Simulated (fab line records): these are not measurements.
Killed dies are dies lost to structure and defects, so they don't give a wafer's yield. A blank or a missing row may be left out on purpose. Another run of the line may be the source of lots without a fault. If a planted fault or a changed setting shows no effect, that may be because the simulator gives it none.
Matching of chambers	flow n5Finfet	4 sister chambers for N5_BEOL_M8_CMP_52 on cmp-01
The step polishes, stops on SiCOH lowk, t overpolish 6.9 s, target thk 80 nm. 8 wafers are shown with their chamber, then 7 later ones without.

## EACH WAFER AND ITS CHAMBER
wafer	chamber	motorCurrentA (A)	timeToEndpointS (s)
L659.6	2	5.3	56
L661.4	2	5.5	61
L664.2	3	6.1	67
L664.5	0	7.0	68
L666.4	3	6.5	63
L666.6	1	5.3	57
L668.1	1	5.6	53
L668.2	0	7.0	65

## WAFERS WITHOUT THEIR CHAMBER
wafer	motorCurrentA (A)	timeToEndpointS (s)
L668.3	5.4	58
L667.1	5.3	57
L667.2	6.9	68
L667.3	6.4	63
L671.3	5.2	56
L671.4	5.6	61
L671.6	5.4	62

## CHAMBER TAKEN BY EACH
wafer	from the rows above	in truth
L668.3	can't be placed: 2 or 1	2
L667.1	can't be placed: 2 or 1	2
L667.2	0	0
L667.3	3	3
L671.3	can't be placed: 1 or 2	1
L671.4	can't be placed: 2 or 1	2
L671.6	can't be placed: 2 or 1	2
2 of 7 placed correctly. Unplaceable from these rows: 5, with the true chamber sitting among the candidates in 5. Placed wrongly: 0.
How it was worked out, from the rows above alone: a wafer's distance from a chamber is the root of the sum, over the readings, of the square of ((its reading less the chamber's mean) divided by the reading's scatter). If the next closest chamber is less than 2 further off than the closest, the wafer can't be placed; otherwise it belongs to the closest. Each chamber's mean is taken over the wafers shown for it. The scatter: take each reading less its chamber's mean, square it, sum over the shown wafers, divide by the number of wafers less the number of chambers, and take the root.
